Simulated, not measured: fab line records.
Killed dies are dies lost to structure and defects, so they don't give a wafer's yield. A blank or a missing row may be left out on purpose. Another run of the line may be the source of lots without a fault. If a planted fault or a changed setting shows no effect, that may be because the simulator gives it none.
Which tool is to blame? || flow n5_finfet || 26 wafers from 9 lots sampled at 6 of the route's 1938 steps

WHAT THE GAUGES SHOWED, per wafer
N5_BEOL_M15_THK_MEAS_01. Usual: M15_ILD_THK gives 1627 nm (standard deviation 22).
{"lot": "L605", "measured": "day 11 17:23", "on": "film_metro-02", "M15_ILD_THK (nm)": "1621 1651 1637", "flag": ""}
{"lot": "L607", "measured": "day 12 19:13", "on": "film_metro-02", "M15_ILD_THK (nm)": "1618 1629 1641", "flag": ""}
{"lot": "L608", "measured": "day 12 19:29", "on": "film_metro-01", "M15_ILD_THK (nm)": "1625 1645 1621", "flag": ""}
{"lot": "L611", "measured": "day 13 21:53", "on": "film_metro-01", "M15_ILD_THK (nm)": "1634 1662 1676", "flag": ""}
{"lot": "L614", "measured": "day 14 12:33", "on": "film_metro-02", "M15_ILD_THK (nm)": "1604 1589 1619", "flag": ""}
{"lot": "L616", "measured": "day 15 01:54", "on": "film_metro-02", "M15_ILD_THK (nm)": "1598 2429 2460", "flag": "OFF"}
{"lot": "L620", "measured": "day 15 11:32", "on": "film_metro-01", "M15_ILD_THK (nm)": "1581 2435 2428", "flag": "OFF"}
{"lot": "L624", "measured": "day 17 13:20", "on": "film_metro-02", "M15_ILD_THK (nm)": "1613 1623", "flag": ""}
{"lot": "L626", "measured": "day 17 21:25", "on": "film_metro-01", "M15_ILD_THK (nm)": "1605 1634 1640", "flag": ""}

N5_BEOL_M15_CD_MEAS_17 targets a cd of 360 nm. Usual: cd_nm reads 361.3 nm (standard deviation 1.8).
{"lot": "L605", "measured": "day 11 18:24", "on": "cd_sem-03", "cd_nm (nm)": "361.3 360.1 359.7", "flag": ""}
{"lot": "L607", "measured": "day 12 20:14", "on": "cd_sem-01", "cd_nm (nm)": "361.4 363.9 361.2", "flag": ""}
{"lot": "L608", "measured": "day 12 20:22", "on": "cd_sem-02", "cd_nm (nm)": "358.5 359.1 365.5", "flag": ""}
{"lot": "L611", "measured": "day 13 22:54", "on": "cd_sem-02", "cd_nm (nm)": "362.9 363.9 360.1", "flag": ""}
{"lot": "L614", "measured": "day 14 13:34", "on": "cd_sem-01", "cd_nm (nm)": "358.9 360.3 359.5", "flag": ""}
{"lot": "L616", "measured": "day 15 02:55", "on": "cd_sem-03", "cd_nm (nm)": "361.1 372.1 368.6", "flag": "OFF"}
{"lot": "L620", "measured": "day 15 12:26", "on": "cd_sem-01", "cd_nm (nm)": "358.2 368.1 370.5", "flag": ""}
{"lot": "L624", "measured": "day 17 14:14", "on": "cd_sem-02", "cd_nm (nm)": "359.1 360.1", "flag": ""}
{"lot": "L626", "measured": "day 17 22:18", "on": "cd_sem-02", "cd_nm (nm)": "364.6 362.6 359.8", "flag": ""}

WHAT TOOL EACH LOT RAN ON (gives the tool, then ch and the chambers of the sampled wafers, and finally the start)
{"lot": "L605", "N5_BEOL_M14_STRIP_37": "rie_diel-03 ch 0,1,2, day 11 13:09", "N5_BEOL_M14_ETCH_38": "rie_diel-03 ch 0,1,2, day 11 14:05 or earlier", "N5_BEOL_M14_SPUTTER_44": "pvd_sputter-02, day 11 14:05", "N5_BEOL_M15_ILD_DEP_00": "pecvd-04 ch 1,2, day 11 17:08"}
{"lot": "L607", "N5_BEOL_M14_STRIP_37": "rie_diel-02 ch 0,1,2, day 12 16:59", "N5_BEOL_M14_ETCH_38": "rie_diel-02 ch 0,1,2, day 12 17:38 or earlier", "N5_BEOL_M14_SPUTTER_44": "pvd_sputter-02, day 12 17:38", "N5_BEOL_M15_ILD_DEP_00": "pecvd-03 ch 1,2, day 12 18:58"}
{"lot": "L608", "N5_BEOL_M14_STRIP_37": "rie_diel-02 ch 1,3, day 12 17:09", "N5_BEOL_M14_ETCH_38": "rie_diel-02 ch 1,3, day 12 17:43 or earlier", "N5_BEOL_M14_SPUTTER_44": "pvd_sputter-01, day 12 17:43", "N5_BEOL_M15_ILD_DEP_00": "pecvd-03 ch 0,1,2, day 12 19:14"}
{"lot": "L611", "N5_BEOL_M14_STRIP_37": "rie_diel-03 ch 1,2, day 13 19:38", "N5_BEOL_M14_ETCH_38": "rie_diel-03 ch 1,2, day 13 20:26 or earlier", "N5_BEOL_M14_SPUTTER_44": "pvd_sputter-02, day 13 20:26", "N5_BEOL_M15_ILD_DEP_00": "pecvd-04 ch 0,1, day 13 21:38"}
{"lot": "L614", "N5_BEOL_M14_STRIP_37": "rie_diel-01 ch 0,1,3, day 14 10:04", "N5_BEOL_M14_ETCH_38": "rie_diel-01 ch 0,1,3, day 14 10:44 or earlier", "N5_BEOL_M14_SPUTTER_44": "pvd_sputter-01, day 14 10:44", "N5_BEOL_M15_ILD_DEP_00": "pecvd-04 ch 0,1,2, day 14 12:18"}
{"lot": "L616", "N5_BEOL_M14_STRIP_37": "rie_diel-01 ch 1,2,3, day 14 23:40", "N5_BEOL_M14_ETCH_38": "rie_diel-01 ch 1,2,3, day 15 00:26 or earlier", "N5_BEOL_M14_SPUTTER_44": "pvd_sputter-03, day 15 00:26", "N5_BEOL_M15_ILD_DEP_00": "pecvd-03 ch 0,2, day 15 01:39"}
{"lot": "L620", "N5_BEOL_M14_STRIP_37": "rie_diel-03 ch 0,2,3, day 15 09:19", "N5_BEOL_M14_ETCH_38": "rie_diel-03 ch 0,2,3, day 15 10:00 or earlier", "N5_BEOL_M14_SPUTTER_44": "pvd_sputter-03, day 15 10:00", "N5_BEOL_M15_ILD_DEP_00": "pecvd-03 ch 0,2, day 15 11:11"}
{"lot": "L624", "N5_BEOL_M14_STRIP_37": "rie_diel-01 ch 1,2, day 17 11:07", "N5_BEOL_M14_ETCH_38": "rie_diel-01 ch 1,2, day 17 11:52 or earlier", "N5_BEOL_M14_SPUTTER_44": "pvd_sputter-01, day 17 11:52", "N5_BEOL_M15_ILD_DEP_00": "pecvd-04 ch 1,2, day 17 13:05"}
{"lot": "L626", "N5_BEOL_M14_STRIP_37": "rie_diel-03 ch 1,2,3, day 17 19:31", "N5_BEOL_M14_ETCH_38": "rie_diel-03 ch 1,2,3, day 17 19:59 or earlier", "N5_BEOL_M14_SPUTTER_44": "pvd_sputter-01, day 17 19:59", "N5_BEOL_M15_ILD_DEP_00": "pecvd-04 ch 1,2, day 17 21:10"}
- N5_BEOL_M14_STRIP_37: strips in O2.
- N5_BEOL_M14_ETCH_38: etches SiCN in CF4/N2, target depth 106.5 nm, time 120.6 s.
- N5_BEOL_M14_SPUTTER_44: material Ta, target thk 15 nm, time 24.19 s.
- N5_BEOL_M15_ILD_DEP_00: deposits SiO2 from TEOS/O2, target thk 1629.3 nm, time 346.1 s.

WHAT THE TOOLS THEMSELVES READ (means of the sampled wafers that have a number; where no wafer has one, the mark that the record gives instead)
N5_BEOL_M14_STRIP_37. Usual: drypump_motor_current_A 5.53 A, standard deviation 0.27; oes_product_au 0.77 a.u., standard deviation 0.07; rf_vpp_V 3.7 V, standard deviation 1.1; showerhead_plenum_p_Torr 2.06 Torr, standard deviation 0.082; throttle_valve_pct 16.78 %, standard deviation 0.25.
{"lot": "L605", "tool": "rie_diel-03", "drypump_motor_current_A (A)": 5.60, "oes_product_au (a.u.)": 0.74, "rf_vpp_V (V)": 3.3, "showerhead_plenum_p_Torr (Torr)": 2.03, "throttle_valve_pct (%)": 16.88, "flag": ""}
{"lot": "L607", "tool": "rie_diel-02", "drypump_motor_current_A (A)": 5.39, "oes_product_au (a.u.)": 0.82, "rf_vpp_V (V)": 3.6, "showerhead_plenum_p_Torr (Torr)": 2.06, "throttle_valve_pct (%)": 16.54, "flag": ""}
{"lot": "L608", "tool": "rie_diel-02", "drypump_motor_current_A (A)": 5.24, "oes_product_au (a.u.)": 0.78, "rf_vpp_V (V)": 3.4, "showerhead_plenum_p_Torr (Torr)": 2.03, "throttle_valve_pct (%)": 16.91, "flag": ""}
{"lot": "L611", "tool": "rie_diel-03", "drypump_motor_current_A (A)": 5.64, "oes_product_au (a.u.)": 0.72, "rf_vpp_V (V)": 2.9, "showerhead_plenum_p_Torr (Torr)": 1.96, "throttle_valve_pct (%)": 16.82, "flag": ""}
{"lot": "L614", "tool": "rie_diel-01", "drypump_motor_current_A (A)": 5.32, "oes_product_au (a.u.)": 0.78, "rf_vpp_V (V)": 4.0, "showerhead_plenum_p_Torr (Torr)": 2.08, "throttle_valve_pct (%)": 16.56, "flag": ""}
{"lot": "L616", "tool": "rie_diel-01", "drypump_motor_current_A (A)": 5.49, "oes_product_au (a.u.)": 0.75, "rf_vpp_V (V)": 2.9, "showerhead_plenum_p_Torr (Torr)": 2.10, "throttle_valve_pct (%)": 16.73, "flag": ""}
{"lot": "L620", "tool": "rie_diel-03", "drypump_motor_current_A (A)": 5.62, "oes_product_au (a.u.)": 0.74, "rf_vpp_V (V)": 3.6, "showerhead_plenum_p_Torr (Torr)": 2.04, "throttle_valve_pct (%)": 16.92, "flag": ""}
{"lot": "L624", "tool": "rie_diel-01", "drypump_motor_current_A (A)": 5.53, "oes_product_au (a.u.)": 0.77, "rf_vpp_V (V)": 3.5, "showerhead_plenum_p_Torr (Torr)": 2.10, "throttle_valve_pct (%)": 16.89, "flag": ""}
{"lot": "L626", "tool": "rie_diel-03", "drypump_motor_current_A (A)": 5.67, "oes_product_au (a.u.)": 0.81, "rf_vpp_V (V)": 3.1, "showerhead_plenum_p_Torr (Torr)": 2.08, "throttle_valve_pct (%)": 16.73, "flag": ""}

N5_BEOL_M14_ETCH_38. Usual: drypump_motor_current_A is 5.52 A with standard deviation 0.27, n2_flow_sccm is 59.98 sccm with standard deviation 0.18, oes_product_au is 0.78 a.u. with standard deviation 0.075, rf_fwd_power_W is 428.4 W with standard deviation 1.3, rf_vpp_V is 381.3 V with standard deviation 2, showerhead_plenum_p_Torr is 2.16 Torr with standard deviation 0.081, and throttle_valve_pct is 15.53 % with standard deviation 0.23.
{"lot": "L605", "tool": "rie_diel-03", "drypump_motor_current_A (A)": 5.61, "n2_flow_sccm (sccm)": 59.93, "oes_product_au (a.u.)": 0.75, "rf_fwd_power_W (W)": 429.4, "rf_vpp_V (V)": 381.5, "showerhead_plenum_p_Torr (Torr)": 2.14, "throttle_valve_pct (%)": 15.68, "flag": ""}
{"lot": "L607", "tool": "rie_diel-02", "drypump_motor_current_A (A)": 5.39, "n2_flow_sccm (sccm)": 60.04, "oes_product_au (a.u.)": 0.83, "rf_fwd_power_W (W)": 428.7, "rf_vpp_V (V)": 381.7, "showerhead_plenum_p_Torr (Torr)": 2.17, "throttle_valve_pct (%)": 15.33, "flag": ""}
{"lot": "L608", "tool": "rie_diel-02", "drypump_motor_current_A (A)": 5.23, "n2_flow_sccm (sccm)": 59.98, "oes_product_au (a.u.)": 0.78, "rf_fwd_power_W (W)": 427.3, "rf_vpp_V (V)": 380.2, "showerhead_plenum_p_Torr (Torr)": 2.13, "throttle_valve_pct (%)": 15.62, "flag": ""}
{"lot": "L611", "tool": "rie_diel-03", "drypump_motor_current_A (A)": 5.62, "n2_flow_sccm (sccm)": 60.07, "oes_product_au (a.u.)": 0.72, "rf_fwd_power_W (W)": 430.3, "rf_vpp_V (V)": 379.6, "showerhead_plenum_p_Torr (Torr)": 2.07, "throttle_valve_pct (%)": 15.64, "flag": ""}
{"lot": "L614", "tool": "rie_diel-01", "drypump_motor_current_A (A)": 5.31, "n2_flow_sccm (sccm)": 60.03, "oes_product_au (a.u.)": 0.79, "rf_fwd_power_W (W)": 427.7, "rf_vpp_V (V)": 382.1, "showerhead_plenum_p_Torr (Torr)": 2.19, "throttle_valve_pct (%)": 15.30, "flag": ""}
{"lot": "L616", "tool": "rie_diel-01", "drypump_motor_current_A (A)": 5.49, "n2_flow_sccm (sccm)": 60.02, "oes_product_au (a.u.)": 0.76, "rf_fwd_power_W (W)": 427.8, "rf_vpp_V (V)": 382.4, "showerhead_plenum_p_Torr (Torr)": 2.20, "throttle_valve_pct (%)": 15.48, "flag": ""}
{"lot": "L620", "tool": "rie_diel-03", "drypump_motor_current_A (A)": 5.63, "n2_flow_sccm (sccm)": 59.91, "oes_product_au (a.u.)": 0.75, "rf_fwd_power_W (W)": 428.1, "rf_vpp_V (V)": 380.8, "showerhead_plenum_p_Torr (Torr)": 2.15, "throttle_valve_pct (%)": 15.70, "flag": ""}
{"lot": "L624", "tool": "rie_diel-01", "drypump_motor_current_A (A)": 5.53, "n2_flow_sccm (sccm)": 59.97, "oes_product_au (a.u.)": 0.78, "rf_fwd_power_W (W)": 427.7, "rf_vpp_V (V)": 382.8, "showerhead_plenum_p_Torr (Torr)": 2.21, "throttle_valve_pct (%)": 15.63, "flag": ""}
{"lot": "L626", "tool": "rie_diel-03", "drypump_motor_current_A (A)": 5.70, "n2_flow_sccm (sccm)": 60.03, "oes_product_au (a.u.)": 0.81, "rf_fwd_power_W (W)": 428.7, "rf_vpp_V (V)": 381.9, "showerhead_plenum_p_Torr (Torr)": 2.19, "throttle_valve_pct (%)": 15.48, "flag": ""}

N5_BEOL_M14_SPUTTER_44. Usual: throttle_valve_pct reads 30.0 % (standard deviation 0.91).
{"lot": "L605", "tool": "pvd_sputter-02", "throttle_valve_pct (%)": 29.6, "flag": ""}
{"lot": "L607", "tool": "pvd_sputter-02", "throttle_valve_pct (%)": 30.7, "flag": ""}
{"lot": "L608", "tool": "pvd_sputter-01", "throttle_valve_pct (%)": 30.2, "flag": ""}
{"lot": "L611", "tool": "pvd_sputter-02", "throttle_valve_pct (%)": 30.1, "flag": ""}
{"lot": "L614", "tool": "pvd_sputter-01", "throttle_valve_pct (%)": 30.2, "flag": ""}
{"lot": "L616", "tool": "pvd_sputter-03", "throttle_valve_pct (%)": 29.5, "flag": ""}
{"lot": "L620", "tool": "pvd_sputter-03", "throttle_valve_pct (%)": 29.7, "flag": ""}
{"lot": "L624", "tool": "pvd_sputter-01", "throttle_valve_pct (%)": 30.6, "flag": ""}
{"lot": "L626", "tool": "pvd_sputter-01", "throttle_valve_pct (%)": 29.7, "flag": ""}

N5_BEOL_M15_ILD_DEP_00. Usual: heater_power_outer_w 298 W, standard deviation 84; heater_power_w 546 W, standard deviation 100; rf_fwd_power_W 897.9 W, standard deviation 2.6; run_length_s 389.0 s, standard deviation 0.48; showerhead_plenum_p_Torr 8.33 Torr, standard deviation 0.038; throttle_valve_pct 18.8 %, standard deviation 0.9.
{"lot": "L605", "tool": "pecvd-04", "heater_power_outer_w (W)": 334, "heater_power_w (W)": 639, "rf_fwd_power_W (W)": 895.9, "run_length_s (s)": 388.6, "showerhead_plenum_p_Torr (Torr)": 8.35, "throttle_valve_pct (%)": 18.4, "flag": ""}
{"lot": "L607", "tool": "pecvd-03", "heater_power_outer_w (W)": 356, "heater_power_w (W)": 549, "rf_fwd_power_W (W)": 901.7, "run_length_s (s)": 388.6, "showerhead_plenum_p_Torr (Torr)": 8.34, "throttle_valve_pct (%)": 19.5, "flag": ""}
{"lot": "L608", "tool": "pecvd-03", "heater_power_outer_w (W)": 306, "heater_power_w (W)": 496, "rf_fwd_power_W (W)": 895.5, "run_length_s (s)": 388.5, "showerhead_plenum_p_Torr (Torr)": 8.33, "throttle_valve_pct (%)": 19.0, "flag": ""}
{"lot": "L611", "tool": "pecvd-04", "heater_power_outer_w (W)": 202, "heater_power_w (W)": 436, "rf_fwd_power_W (W)": 899.4, "run_length_s (s)": 389.0, "showerhead_plenum_p_Torr (Torr)": 8.30, "throttle_valve_pct (%)": 19.5, "flag": ""}
{"lot": "L614", "tool": "pecvd-04", "heater_power_outer_w (W)": 268, "heater_power_w (W)": 529, "rf_fwd_power_W (W)": 897.5, "run_length_s (s)": 388.9, "showerhead_plenum_p_Torr (Torr)": 8.36, "throttle_valve_pct (%)": 18.7, "flag": ""}
{"lot": "L616", "tool": "pecvd-03", "heater_power_outer_w (W)": 370, "heater_power_w (W)": 563, "rf_fwd_power_W (W)": 898.4, "run_length_s (s)": 503.3, "showerhead_plenum_p_Torr (Torr)": 8.32, "throttle_valve_pct (%)": 18.4, "flag": "OFF"}
{"lot": "L620", "tool": "pecvd-03", "heater_power_outer_w (W)": 383, "heater_power_w (W)": 597, "rf_fwd_power_W (W)": 897.6, "run_length_s (s)": 503.3, "showerhead_plenum_p_Torr (Torr)": 8.31, "throttle_valve_pct (%)": 18.4, "flag": "OFF"}
{"lot": "L624", "tool": "pecvd-04", "heater_power_outer_w (W)": 328, "heater_power_w (W)": 610, "rf_fwd_power_W (W)": 895.7, "run_length_s (s)": 389.0, "showerhead_plenum_p_Torr (Torr)": 8.36, "throttle_valve_pct (%)": 18.4, "flag": ""}
{"lot": "L626", "tool": "pecvd-04", "heater_power_outer_w (W)": 277, "heater_power_w (W)": 546, "rf_fwd_power_W (W)": 897.8, "run_length_s (s)": 388.9, "showerhead_plenum_p_Torr (Torr)": 8.37, "throttle_valve_pct (%)": 18.4, "flag": ""}

THE ANSWER, worked out from the rows above alone
Rule: a lot is off if the mean of its wafers that have a number lies more than 3 standard deviations from the usual mean. Also off: a lot with no number at a reading for which 4 or more lots have one. Any other lot the step has rows for is counted as sound. Order of review: gauges by route order, followed by the tools' own readings, for which a lot's mean as printed above is used. At the first step where some lot is off, the reading lying furthest off is the one used; lots without a number count as furthest.
Off: L616, L620, at N5_BEOL_M15_THK_MEAS_01 (M15_ILD_THK).
If a tool, at a process step before that reading, ran all the lots that are off and no sound lot after the first of them, it fits. Not tried: the gauges at N5_BEOL_M15_THK_MEAS_01; whatever is off there is also off at N5_BEOL_M15_ILD_DEP_00, on other tools, and gauge error can't account for it. N5_BEOL_M14_ETCH_38: start missing for some lots; hours and lot order therefore follow N5_BEOL_M14_SPUTTER_44. This does not decide it: 2 tools fit, namely pvd_sputter-03 at N5_BEOL_M14_SPUTTER_44 and pecvd-03 at N5_BEOL_M15_ILD_DEP_00.

WHAT HAD BEEN PUT IN BY THE SIMULATOR
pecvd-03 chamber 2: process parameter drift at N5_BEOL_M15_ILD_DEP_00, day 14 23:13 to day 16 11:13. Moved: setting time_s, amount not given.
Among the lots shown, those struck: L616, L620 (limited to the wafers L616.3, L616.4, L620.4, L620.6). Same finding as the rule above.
